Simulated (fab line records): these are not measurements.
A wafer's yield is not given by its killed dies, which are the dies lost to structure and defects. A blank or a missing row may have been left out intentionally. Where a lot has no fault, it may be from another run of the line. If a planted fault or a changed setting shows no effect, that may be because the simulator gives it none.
fab line records	flow n5Finfet
[record] lots = 8	wafers = 24	lastDay = 19
route steps=1938 shown BEOL_M3@933 BEOL_M4@1111 PASSIVATION@1936
lots that met no fault: taken from a fault-free run of the same line
startH: hours from the record's opening day to when the first of the lot's shown wafers began	waitH: hours elapsed since this lot's preceding step	" the same as in the row above	L1.1+2: several wafers, shown together as one row	- no value present, or no start provided	* or withheld: withheld	< > ~ a bound
route shown NAME@n: names a module that has steps shown in the file, with the first one's number in the route	usual: the fault-free wafers' mean and standard deviation	same: alike in all rows	chamber/n: place in a boat	sites: the reading at each site	_std_site: standard deviation of those values	_edge_site: mean of outer sites minus mean of inner sites	radiusMm: for every site, how far away it sits from the centre of the wafer	mask NAME#n: copy n	behind: the tool/chamber that last shaped the wafer	hold: what put the lot on hold/how long, in hours/how the hold closed	device: the n, p or np transistor that did not switch	end of line: the tests these same wafers got at the end of their route	a step given without rows: its recipe and nothing more	killed: not the wafer's yield, but the dies lost to structure and defects at the first sort	map: per-die view of a wafer (x killed, . not killed, _ where there is no die)
set.NAME: the setting the step ran with; set.NAME@STEP: the setting that earlier step ran with	model.NAME: the simulator's own value behind a step, which no gauge read
steps of the route over a sample of lots; a table a step, a row a wafer
services: from which hour (startH, from the record's first day; less than 0 if before it) a tool's chamber was out of use, for how many hours, and why
[[steps]]
[step N5_BEOL_M3_PECVD_72]
[recipe] material = SiO2	targetThkA = 160	tempC = 400	precursor = TEOS/O2	pressureTorr = 5.5	rfW = 450	teosFlowSccm = 53.8	gas = O2	flowSccm = 3000	timeS = 18
[usual] heaterPowerW = 689/96	showerheadPlenumPTorr = 8.80/0.065	throttleValvePct = 22.5/1.1
lot.wafer	tool	chamber	startH	waitH	heaterPowerW	showerheadPlenumPTorr	throttleValvePct
L786.1	pecvd-04	0	194.56	0.0	545	8.75	22.5
L786.3	"	2	"	"	651	8.76	21.5
L786.6	"	0	"	"	529	8.75	22.4
L787.3	pecvd-02	2	198.82	0.0	682	8.72	21.6
L787.5	"	0	"	"	717	8.67	23.6
L787.6	"	1	"	"	603	8.77	24.5
L793.4	pecvd-01	1	232.15	0.1	677	8.82	22.8
L793.5	"	0	"	"	922	8.81	23.4
L793.6	"	2	"	"	700	8.87	20.2
L794.2	pecvd-01	1	244.75	0.0	722	8.82	22.8
L794.3	"	0	"	"	906	8.85	23.5
L794.4	"	1	"	"	720	8.85	22.8
L795.1	pecvd-01	1	247.70	0.0	725	8.81	22.3
L795.5	"	2	"	"	698	8.85	20.6
L795.6	"	0	"	"	858	8.85	23.7
L796.3	pecvd-04	1	252.59	0.0	670	8.87	22.7
L796.4	"	2	"	"	565	8.77	21.4
L796.5	"	0	"	"	547	8.75	22.6
L800.1	pecvd-04	0	278.78	0.0	550	8.76	22.3
L800.2	"	2	"	"	540	8.78	21.2
L800.5	"	2	"	"	533	8.79	21.1
L801.1	pecvd-01	1	288.61	0.0	718	8.82	22.7
L801.4	"	0	"	"	942	8.85	23.6
L801.5	"	1	"	"	745	8.83	22.9
[step N5_BEOL_M3_ETCH_63]
[recipe] chemistry = CF4	target = SiARC	targetDepthA = 156	maskMaterial = CAR-EUV	timeS = 26	ionEnergyEv = 80	pressureMtorr = 40	sourceW = 545	biasW = 36	Ar_flow_sccm = 100	cf4FlowSccm = 100	ends = cleared
[usual] drypumpMotorCurrentA = 5.6/0.57	etchRfOnTimeS = 26.0/0.66	oesProductAu = 0.69/0.064	rfVppV = 184.2/1.1	showerheadPlenumPTorr = 2.14/0.062	throttleValvePct = 15.57/0.22
lot.wafer	tool	chamber	startH	waitH	drypumpMotorCurrentA	etchRfOnTimeS	oesProductAu	rfHoursCounterH	rfVppV	showerheadPlenumPTorr	throttleValvePct
L786.1	rieDiel-06	2	196.03	0.0	5.9	26.5	0.63	162	183.2	2.24	15.68
L786.3	"	3	"	"	6.0	26.9	0.64	152	182.9	2.14	15.56
L786.6	"	1	"	"	5.2	24.4	0.81	-	184.3	2.20	15.66
L787.3	rieDiel-01	3	199.83	0.0	6.2	25.8	0.74	47	184.1	2.08	15.23
L787.5	"	1	"	"	5.8	25.2	0.62	-	181.9	2.06	15.83
L787.6	"	2	"	"	5.9	26.3	0.67	-	185.4	2.24	15.67
L793.4	rieDiel-06	3	233.24	0.0	6.0	26.9	0.64	163	184.1	2.14	15.58
L793.5	"	1	"	"	5.2	24.8	0.79	-	185.4	2.19	15.69
L793.6	"	2	"	"	6.0	26.7	0.62	-	185.5	2.23	15.68
L794.2	rieDiel-01	2	247.92	0.0	5.8	26.7	0.65	121	185.5	2.24	15.70
L794.3	"	3	"	"	6.2	26.3	0.72	61	183.1	2.08	15.27
L794.4	"	0	"	"	6.0	26.8	0.59	193	185.7	2.13	15.86
L795.1	rieDiel-03	3	249.31	0.0	4.7	26.0	0.64	152	184.3	2.05	15.62
L795.5	"	3	"	"	4.7	26.0	0.64	-	182.2	2.05	15.64
L795.6	"	2	"	"	5.1	25.9	0.66	-	183.7	2.15	15.50
L796.3	rieDiel-06	1	254.21	0.0	5.2	24.8	0.77	33	184.9	2.19	15.69
L796.4	"	0	"	"	6.6	26.3	0.75	53	184.7	2.18	15.10
L796.5	"	0	"	"	6.6	26.5	0.75	-	183.7	2.18	15.09
L800.1	rieDiel-06	0	280.21	0.0	6.6	26.1	0.74	60	182.9	2.18	15.11
L800.2	"	3	"	"	6.0	26.7	0.62	175	182.5	2.14	15.60
L800.5	"	0	"	"	6.6	26.3	0.74	-	184.0	2.18	15.13
L801.1	rieDiel-01	1	293.00	0.0	5.8	25.7	0.60	226	184.0	2.05	15.89
L801.4	"	2	"	"	5.9	27.0	0.64	136	186.9	2.23	15.73
L801.5	"	3	"	"	6.3	26.3	0.70	-	182.7	2.08	15.31
[step N5_BEOL_M3_STRIP_66]
[recipe] chemistry = CF4	resist = SiARC	powerW = 300	biasPowerW = 75	pressureMtorr = 50	cf4FlowSccm = 150	rfFrequencyHz = 6e+07
[usual] drypumpMotorCurrentA = 5.6/0.57	oesProductAu = 0.79/0.068	rfVppV = 271.2/1.4	showerheadPlenumPTorr = 1.79/0.051	throttleValvePct = 13.54/0.21
lot.wafer	tool	chamber	startH	waitH	drypumpMotorCurrentA	oesProductAu	rfHoursCounterH	rfVppV	showerheadPlenumPTorr	throttleValvePct
L786.1	rieDiel-06	2	196.19	0.0	5.9	0.73	162	272.4	1.86	13.62
L786.3	"	3	"	"	5.9	0.75	152	271.2	1.81	13.57
L786.6	"	1	"	"	5.2	0.90	-	271.7	1.83	13.54
L787.3	rieDiel-01	3	199.99	0.0	6.2	0.86	47	269.9	1.75	13.22
L787.5	"	1	"	"	5.8	0.70	-	268.5	1.73	13.81
L787.6	"	2	"	"	5.8	0.77	-	272.9	1.88	13.64
L793.4	rieDiel-06	3	233.39	0.0	6.0	0.75	163	271.9	1.80	13.59
L793.5	"	1	"	"	5.2	0.89	-	272.5	1.83	13.58
L793.6	"	2	"	"	5.9	0.73	-	272.8	1.86	13.65
L794.2	rieDiel-01	2	248.07	0.0	5.8	0.76	121	274.1	1.87	13.67
L794.3	"	3	"	"	6.2	0.84	61	270.6	1.75	13.24
L794.4	"	0	"	"	6.1	0.70	194	269.8	1.79	13.88
L795.1	rieDiel-03	3	249.47	0.0	4.7	0.74	152	269.9	1.71	13.59
L795.5	"	3	"	"	4.7	0.74	-	270.0	1.71	13.59
L795.6	"	2	"	"	5.1	0.77	-	270.6	1.79	13.42
L796.3	rieDiel-06	1	254.57	0.0	5.2	0.87	33	272.3	1.83	13.61
L796.4	"	0	"	"	6.6	0.87	53	271.6	1.83	13.11
L796.5	"	0	"	"	6.6	0.87	-	272.8	1.83	13.11
L800.1	rieDiel-06	0	280.37	0.0	6.5	0.86	60	271.9	1.83	13.13
L800.2	"	3	"	"	6.0	0.73	176	271.5	1.80	13.62
L800.5	"	0	"	"	6.6	0.86	-	273.1	1.83	13.12
L801.1	rieDiel-01	1	293.15	0.0	5.7	0.69	226	268.6	1.72	13.89
L801.4	"	2	"	"	5.9	0.75	136	271.6	1.87	13.72
L801.5	"	3	"	"	6.2	0.82	-	270.4	1.74	13.30
[step N5_BEOL_M3_STRIP_19]
[recipe] chemistry = O2	powerW = 400	tempC = 40	pressureMtorr = 30	rfFrequencyHz = 6e+07	biasPowerW = 0	overashFraction = 0.2	o2FlowSccm = 225
[usual] drypumpMotorCurrentA = 5.7/0.5	oesProductAu = 0.78/0.071	rfVppV = 3.7/0.48	showerheadPlenumPTorr = 2.10/0.065	throttleValvePct = 16.70/0.25
lot.wafer	tool	chamber	startH	waitH	drypumpMotorCurrentA	oesProductAu	rfHoursCounterH	rfVppV	showerheadPlenumPTorr	throttleValvePct
L786.1	rieDiel-01	3	196.34	0.1	6.3	0.86	46	2.9	2.05	16.37
L786.3	"	1	"	"	5.8	0.71	195	3.4	2.01	16.86
L786.6	"	2	"	"	5.9	0.78	-	3.8	2.21	16.78
L787.3	rieDiel-01	1	200.14	0.1	5.8	0.69	196	3.8	2.01	16.88
L787.5	"	1	"	"	5.8	0.70	-	3.4	2.01	16.87
L787.6	"	2	"	"	5.9	0.77	-	4.7	2.21	16.77
L793.4	rieDiel-01	1	233.63	0.1	5.8	0.70	206	3.5	2.00	16.90
L793.5	"	1	"	"	5.8	0.70	-	3.8	2.00	16.88
L793.6	"	0	"	"	6.0	0.70	-	4.8	2.11	17.03
L794.2	rieDiel-01	2	248.34	0.2	5.8	0.76	121	3.5	2.21	16.82
L794.3	"	0	"	"	6.1	0.69	194	4.1	2.10	17.03
L794.4	"	3	"	"	6.3	0.84	61	3.2	2.05	16.38
L795.1	rieDiel-03	3	249.71	0.2	4.7	0.75	152	3.8	2.02	16.78
L795.5	"	1	"	"	5.0	0.80	-	3.2	2.02	16.92
L795.6	"	2	"	"	5.1	0.77	-	4.3	2.13	16.72
L796.3	rieDiel-01	2	254.72	0.1	5.8	0.76	123	3.9	2.21	16.82
L796.4	"	1	"	"	5.8	0.69	213	4.6	2.00	16.90
L796.5	"	1	"	"	5.8	0.70	-	4.1	2.00	16.91
L800.1	rieDiel-03	0	280.52	0.1	5.5	0.88	43	2.8	2.13	16.55
L800.2	"	3	"	"	4.7	0.74	160	4.0	2.02	16.80
L800.5	"	3	"	"	4.7	0.74	-	3.3	2.02	16.79
L801.1	rieDiel-06	1	293.34	0.1	5.2	0.87	46	4.0	2.13	16.76
L801.4	"	3	"	"	5.9	0.73	181	3.9	2.10	16.73
L801.5	"	2	"	"	6.0	0.72	-	3.8	2.15	16.62
[step N5_BEOL_M3_INSPECT_30]
[recipe] mode = adi	inspectInstrument = brightfield
[usual] rawDefectCount = 441/110
lot.wafer	tool	chamber	startH	waitH	rawDefectCount
L786.1	defectInspect-01	-	200.74	0.1	423
L786.3	"	-	"	"	506
L786.6	"	-	"	"	435
L787.3	defectInspect-01	-	200.80	0.0	374
L787.5	"	-	"	"	307
L787.6	"	-	"	"	394
L793.4	defectInspect-01	-	234.11	0.0	369
L793.5	"	-	"	"	286
L793.6	"	-	"	"	393
L794.2	defectInspect-02	-	248.94	0.0	563
L794.3	"	-	"	"	829
L794.4	"	-	"	"	508
L795.1	defectInspect-01	-	250.31	0.1	369
L795.5	"	-	"	"	337
L795.6	"	-	"	"	382
L796.3	defectInspect-01	-	255.24	0.0	1215
L796.4	"	-	"	"	1526
L796.5	"	-	"	"	1344
L800.1	defectInspect-02	-	281.00	0.1	1210
L800.2	"	-	"	"	1312
L800.5	"	-	"	"	1178
L801.1	defectInspect-01	-	293.94	0.1	501
L801.4	"	-	"	"	330
L801.5	"	-	"	"	536
[step N5_BEOL_M4_RC_MEAS_101]
[usual] DIBL_N = 36.6/1.9	DIBL_P = 36.7/2.2	IOFF_N = 0.16/0.035	IOFF_P = 0.22/0.038	ION_N = 672/14	ION_P = 462/8.3	SS_N = 71.6/0.65	SS_P = 73.5/0.72	VT_N = 250/3.5	VT_P = -250/3.1
lot.wafer	tool	chamber	startH	waitH	DIBL_N[mV/V]	DIBL_P[mV/V]	IOFF_N[nA/um]	IOFF_P[nA/um]	ION_N[uA/um]	ION_P[uA/um]	SS_N[mV/dec]	SS_P[mV/dec]	VT_N[mV]	VT_P[mV]
L786.1	prober-02	0	226.45	0.0	35.9	36.8	0.17	0.24	691	476	71.0	73.7	249	-249
L786.3	"	0	"	"	37.2	37.1	0.17	0.22	664	455	72.0	74.0	251	-249
L786.6	"	0	"	"	36.9	37.2	0.16	0.23	670	462	72.5	74.4	252	-249
L787.3	prober-01	0	237.16	0.3	35.9	35.8	0.14	0.16	675	454	71.9	73.2	254	-256
L787.5	"	0	"	"	37.0	38.1	0.17	0.21	661	455	71.1	74.0	250	-252
L787.6	"	0	"	"	38.1	38.4	0.18	0.22	685	465	72.2	74.1	250	-254
L793.4	prober-01	0	272.38	0.5	35.5	35.2	0.13	0.18	650	451	71.8	73.1	252	-251
L793.5	"	0	"	"	33.3	32.9	0.11	0.16	656	459	70.9	72.7	254	-254
L793.6	"	0	"	"	35.3	34.6	0.14	0.18	665	452	71.5	73.1	253	-251
L794.2	prober-02	0	279.73	0.2	34.9	35.8	0.13	0.18	671	456	72.0	73.1	253	-253
L794.3	"	0	"	"	36.9	37.6	0.18	0.22	673	454	72.6	73.7	250	-250
L794.4	"	0	"	"	36.8	38.6	0.17	0.24	672	463	71.8	73.5	249	-248
L795.1	prober-01	0	283.47	0.0	36.6	32.5	0.13	0.18	661	455	71.1	73.0	252	-254
L795.5	"	0	"	"	37.8	34.6	0.16	0.22	673	457	71.8	74.1	247	-249
L795.6	"	0	"	"	41.0	37.7	0.23	0.27	677	462	72.7	74.2	244	-249
L796.3	prober-01	0	291.31	0.3	38.8	40.6	0.21	0.29	670	462	72.3	74.8	247	-244
L796.4	"	0	"	"	35.6	36.4	0.15	0.21	656	456	71.5	72.8	253	-249
L796.5	"	0	"	"	38.5	40.4	0.21	0.30	670	467	72.9	74.9	245	-247
L800.1	prober-01	0	319.10	0.0	37.4	38.4	0.16	0.22	678	468	71.0	74.4	251	-249
L800.2	"	0	"	"	37.4	38.9	0.17	0.25	667	455	71.4	73.9	253	-247
L800.5	"	0	"	"	38.9	38.7	0.18	0.24	654	452	72.4	74.9	254	-249
L801.1	prober-02	0	326.31	0.0	38.1	37.1	0.19	0.25	669	458	71.4	73.8	249	-248
L801.4	"	0	"	"	35.2	34.2	0.14	0.19	680	466	71.2	72.6	251	-250
L801.5	"	0	"	"	35.7	34.4	0.14	0.21	678	474	71.6	73.6	249	-248
[step N5_PASSIVATION_PROBE_49]
[usual] defectLimitedYield = 91.6/1.4	killed_at_M0_to_M3 = 35/10	killed_at_M4_up = 13/4.8	killedAtContacts = 12/7.2	killedAtFrontEnd = 36/12	killedAtOther = 4/3.1	killedDies = 100/17	killedOpen = 66/13	killedShort = 32/7.3	sort_bin_5_function = 5.0/0.94	sort_bin_6_memory = 3.1/0.67	sort_bin_8_speed = 0.01/0.047	sortNPass = 1080/17	sortYieldPct = 91.6/1.4
[same] grossDies = 1180	killedAtBackSide = 0	sort_bin_4_leakage[%] = 0
lot.wafer	tool	chamber	startH	waitH	defectLimitedYield[%]	killed_at_M0_to_M3	killed_at_M4_up	killedAtContacts	killedAtFrontEnd	killedAtOther	killedDies	killedOpen	killedShort	sort_bin_5_function[%]	sort_bin_6_memory[%]	sort_bin_8_speed[%]	sortNPass	sortYieldPct[%]
L786.1	prober-02	-	342.21	0.0	92.6	19	13	6	39	10	87	55	30	4.6	2.4	0	1093	92.6
L786.3	prober-02	-	342.31	0.1	89.7	45	9	6	55	6	121	82	34	5.9	3.8	0	1059	89.7
L786.6	prober-02	-	342.46	0.3	91.9	40	9	5	39	2	95	62	33	4.9	3.1	0	1085	91.9
L787.3	prober-01	-	356.88	0.1	89.7	32	8	16	65	0	121	83	37	5.8	4.0	0	1059	89.7
L787.5	prober-01	-	356.98	0.2	91.5	20	17	20	39	4	100	76	24	5.1	3.0	0	1080	91.5
L787.6	prober-01	-	357.03	0.3	91.8	33	19	8	31	6	97	68	29	5.7	2.5	0	1083	91.8
L793.4	prober-01	-	389.16	0.2	92.3	26	11	15	32	7	91	55	36	4.1	3.0	0	1089	92.3
L793.5	prober-01	-	389.21	0.2	91.3	47	18	7	24	7	103	68	33	5.4	3.0	0	1077	91.3
L793.6	prober-01	-	389.26	0.3	91.7	30	15	7	41	5	98	66	32	5.5	2.6	0	1082	91.7
L794.2	prober-02	-	407.22	0.1	93.5	22	16	12	23	4	77	53	24	3.5	2.6	0	1103	93.5
L794.3	prober-02	-	407.27	0.1	92.7	32	18	15	19	2	86	60	26	4.2	3.0	0	1094	92.7
L794.4	prober-02	-	407.32	0.2	92.4	29	20	11	27	3	90	61	29	4.4	3.2	0	1090	92.4
L796.3	prober-01	-	412.19	0.1	86.2	101	9	12	37	4	163	55	25	9.4	2.6	0	1017	86.2
L796.4	prober-01	-	412.24	0.2	81.0	168	6	15	32	3	224	49	35	12.5	3.4	0	956	81.0
L796.5	prober-01	-	412.29	0.2	81.9	185	8	4	17	0	214	39	25	10.2	4.4	0	966	81.9
L795.1	prober-02	-	418.14	0.0	92.6	20	16	19	28	4	87	64	20	4.3	2.8	0.08	1093	92.6
L795.5	prober-02	-	418.34	0.2	91.3	33	8	12	45	5	103	64	36	5.2	3.2	0	1077	91.3
L795.6	prober-02	-	418.39	0.3	90.9	33	15	8	39	12	107	77	29	5.0	3.6	0	1073	90.9
L800.1	prober-02	-	438.54	0.0	83.9	152	8	5	24	1	190	40	19	9.0	3.4	0	990	83.9
L800.2	prober-02	-	438.59	0.1	84.8	141	10	9	17	2	179	43	25	8.5	2.7	0	1001	84.8
L800.5	prober-02	-	438.74	0.2	81.4	178	9	5	27	1	220	52	27	10.3	4.5	0	960	81.4
// killed by level:class
L786.1 STI_FIN_REVEAL:geometricParticle:open=11 GATE_CUT:geometricParticle:short=9 BEOL_M2:geometricParticle:open=5 FIN_SAQP:geometricParticle:short=4 FIN_SAQP:geometricParticle:open=4 BEOL_M0_SAQP:geometricParticle:open=4 MOL_CONTACT_COAG:geometricParticle:open=4 BEOL_M3:geometricParticle:open=4
L786.3 STI_FIN_REVEAL:geometricParticle:open=22 BEOL_M2:geometricParticle:open=11 BEOL_M0_SAQP:geometricParticle:short=10 BEOL_M1:geometricParticle:open=8 GATE_CUT:geometricParticle:short=7 MOL_CONTACT_COAG:geometricParticle:open=6 FIN_SAQP:geometricParticle:short=5 DUMMY_GATE:geometricParticle:open=5
L786.6 BEOL_M3:geometricParticle:open=10 GATE_CUT:geometricParticle:short=8 DUMMY_GATE:geometricParticle:open=7 BEOL_M0_SAQP:geometricParticle:short=7 BEOL_M0:geometricParticle:open=6 GATE_CUT:geometricParticle:open=5 BEOL_M2:geometricParticle:open=5 STI_FIN_REVEAL:geometricParticle:open=4
L787.3 STI_FIN_REVEAL:geometricParticle:open=25 MOL_CONTACT_COAG:geometricParticle:open=13 FIN_SAQP:geometricParticle:open=12 BEOL_M0_SAQP:geometricParticle:short=9 BEOL_M0_SAQP:geometricParticle:open=8 BEOL_M3:geometricParticle:open=6 BEOL_M3:geometricParticle:short=6 STARTING-WAFER:geometricParticle:short=5
L787.5 MOL_CONTACT_COAG:geometricParticle:open=16 STI_FIN_REVEAL:geometricParticle:open=13 BEOL_M4:geometricParticle:open=11 FIN_SAQP:geometricParticle:open=7 FIN_SAQP:geometricParticle:short=6 BEOL_M0_SAQP:geometricParticle:open=6 BEOL_M0_SAQP:geometricParticle:short=5 MOL_CONTACT_COAG:geometricParticle:short=4
L787.6 STI_FIN_REVEAL:geometricParticle:open=10 BEOL_M0_SAQP:geometricParticle:short=10 BEOL_M4:geometricParticle:open=10 BEOL_M0_SAQP:geometricParticle:open=9 MOL_CONTACT_COAG:geometricParticle:open=7 FIN_SAQP:geometricParticle:open=5 BEOL_M3:geometricParticle:open=5 ILD0:geometricParticle:short=4
L793.4 MOL_CONTACT_COAG:geometricParticle:open=12 BEOL_M0_SAQP:geometricParticle:short=9 FIN_SAQP:geometricParticle:short=7 GATE_CUT:geometricParticle:open=7 BEOL_M1:geometricParticle:open=6 FIN_SAQP:geometricParticle:open=4 BEOL_M0_SAQP:geometricParticle:open=4 STI_FIN_REVEAL:geometricParticle:open=3
L793.5 BEOL_M0_SAQP:geometricParticle:open=14 BEOL_M0_SAQP:geometricParticle:short=10 FIN_SAQP:geometricParticle:short=8 BEOL_M1:geometricParticle:open=8 MOL_CONTACT_COAG:geometricParticle:open=6 STI_FIN_REVEAL:geometricParticle:open=5 BEOL_M2:geometricParticle:open=5 BEOL_M7:geometricParticle:open=5
L793.6 FIN_SAQP:geometricParticle:open=10 BEOL_M0:geometricParticle:open=8 BEOL_M1:geometricParticle:open=7 MOL_CONTACT_COAG:geometricParticle:open=6 FIN_SAQP:geometricParticle:short=5 GATE_CUT:geometricParticle:open=5 STI_FIN_REVEAL:geometricParticle:open=4 DUMMY_GATE:geometricParticle:open=4
L794.2 MOL_CONTACT_COAG:geometricParticle:open=9 BEOL_M0_SAQP:geometricParticle:short=8 BEOL_M1:geometricParticle:open=6 BEOL_M4:geometricParticle:open=6 BEOL_M0_SAQP:geometricParticle:open=4 FIN_SAQP:geometricParticle:open=3 FIN_CUT:geometricParticle:open=3 STI_FIN_REVEAL:geometricParticle:open=3
L794.3 MOL_CONTACT_COAG:geometricParticle:open=15 BEOL_M4:geometricParticle:open=11 BEOL_M0_SAQP:geometricParticle:short=8 BEOL_M0_SAQP:geometricParticle:open=6 BEOL_M0:geometricParticle:open=5 BEOL_M2:geometricParticle:open=5 FIN_SAQP:geometricParticle:open=4 STI_FIN_REVEAL:geometricParticle:short=3
L794.4 BEOL_M4:geometricParticle:open=14 MOL_CONTACT_COAG:geometricParticle:open=10 BEOL_M0_SAQP:geometricParticle:open=9 BEOL_M1:geometricParticle:open=6 FIN_SAQP:geometricParticle:short=5 BEOL_M2:geometricParticle:open=5 BEOL_M0_SAQP:geometricParticle:short=4 STARTING-WAFER:geometricParticle:short=4
L796.3 BEOL_M3:unspecified=83 STI_FIN_REVEAL:geometricParticle:open=13 MOL_CONTACT_COAG:geometricParticle:open=8 BEOL_M0_SAQP:geometricParticle:short=5 BEOL_M3:geometricParticle:open=5 GATE_CUT:geometricParticle:short=4 MOL_CONTACT_COAG:geometricParticle:short=4 BEOL_M0_SAQP:geometricParticle:open=4
L796.4 BEOL_M3:unspecified=140 STI_FIN_REVEAL:geometricParticle:open=11 MOL_CONTACT_COAG:geometricParticle:open=11 FIN_SAQP:geometricParticle:short=10 BEOL_M0_SAQP:geometricParticle:short=5 BEOL_M1:geometricParticle:open=5 BEOL_M3:geometricParticle:open=5 GATE_CUT:geometricParticle:short=4
L796.5 BEOL_M3:unspecified=150 BEOL_M0_SAQP:geometricParticle:open=17 BEOL_M0_SAQP:geometricParticle:short=11 FIN_SAQP:geometricParticle:short=5 BEOL_M4:geometricParticle:open=5 BEOL_M2:geometricParticle:open=4 STARTING-WAFER:geometricParticle:short=3 FIN_SAQP:geometricParticle:open=2
L795.1 MOL_CONTACT_COAG:geometricParticle:open=15 FIN_SAQP:geometricParticle:open=7 BEOL_M3:geometricParticle:open=7 BEOL_M4:geometricParticle:open=6 STI_FIN_REVEAL:geometricParticle:open=5 BEOL_M0_SAQP:geometricParticle:open=5 SPACER0:geometricParticle:open=4 MOL_CONTACT_COAG:geometricParticle:short=4
L795.5 MOL_CONTACT_COAG:geometricParticle:open=10 BEOL_M2:geometricParticle:open=9 DUMMY_GATE:geometricParticle:open=8 FIN_SAQP:geometricParticle:open=7 FIN_SAQP:geometricParticle:short=7 BEOL_M1:geometricParticle:open=6 BEOL_M3:geometricParticle:open=6 GATE_CUT:geometricParticle:short=5
L795.6 BEOL_M2:geometricParticle:open=10 STARTING-WAFER:geometricParticle:open=8 STI_FIN_REVEAL:geometricParticle:open=7 MOL_CONTACT_COAG:geometricParticle:open=7 BEOL_M4:geometricParticle:open=6 FIN_SAQP:geometricParticle:open=5 FIN_SAQP:geometricParticle:short=4 BEOL_M0_SAQP:geometricParticle:short=4
L800.1 BEOL_M3:unspecified=131 FIN_SAQP:geometricParticle:open=7 FIN_SAQP:geometricParticle:short=6 BEOL_M0_SAQP:geometricParticle:open=5 BEOL_M1:geometricParticle:open=5 MOL_CONTACT_COAG:geometricParticle:open=4 BEOL_M0_SAQP:geometricParticle:short=4 BEOL_M7:geometricParticle:open=3
L800.2 BEOL_M3:unspecified=111 BEOL_M0_SAQP:geometricParticle:open=10 MOL_CONTACT_COAG:geometricParticle:open=7 FIN_SAQP:geometricParticle:short=5 BEOL_M0_SAQP:geometricParticle:short=4 BEOL_M3:geometricParticle:open=4 BEOL_M5:geometricParticle:open=4 FIN_SAQP:geometricParticle:open=3
L800.5 BEOL_M3:unspecified=141 BEOL_M0_SAQP:geometricParticle:open=11 BEOL_M2:geometricParticle:open=8 FIN_SAQP:geometricParticle:short=7 BEOL_M0_SAQP:geometricParticle:short=7 FIN_SAQP:geometricParticle:open=4 BEOL_M1:geometricParticle:open=4 BEOL_M5:geometricParticle:open=4
[[services]]
tool	chamber	startH	hours	kind
pecvd-02	-	173.23	2.2	repair
pecvd-04	0	196.07	5.5	scheduledDown
pecvd-01	-	200.24	6.0	pm
pecvd-02	1	202.50	1.8	repair
pecvd-04	0	207.47	14.5	repair
pecvd-04	2	215.50	5.5	scheduledDown
pecvd-02	2	219.65	2.1	scheduledDown
rieDiel-06	2	224.10	3.8	repair
pecvd-01	0	226.63	2.1	scheduledDown
pecvd-02	-	240.29	0.7	repair
pecvd-02	2	245.18	15.3	repair
rieDiel-03	2	257.70	2.6	repair
pecvd-02	2	276.32	5.5	scheduledDown
rieDiel-03	-	281.46	14.6	pm
pecvd-02	1	291.84	19.8	repair
[[key]]
[firstSign] step = N5_BEOL_M3_INSPECT_30	reading = rawDefectCount	direction = up	sigmas = 8	usual = 441	struck = 1298
[effect] step = N5_PASSIVATION_PROBE_49	reading = killed_at_M0_to_M3	direction = up	sigmas = 11	usual = 35	struck = 154
[moreKillsBornAt] N5_BEOL_M3_ETCH_63@rieDiel-06 = 756
metAt N5_BEOL_M3_ETCH_63
struckLots L796,L800
notActingAt N5_BEOL_M3_PECVD_72,N5_BEOL_M3_STRIP_66,N5_BEOL_M3_STRIP_19
onsetBetween 233.24 254.21
[fault] kind = chamberParticleSource	tool = rieDiel-06	chamber = -	onsetH = 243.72	steps = N5_BEOL_M3_ETCH_63	ratePerVisitCm2 = 1.3279	endH = 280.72
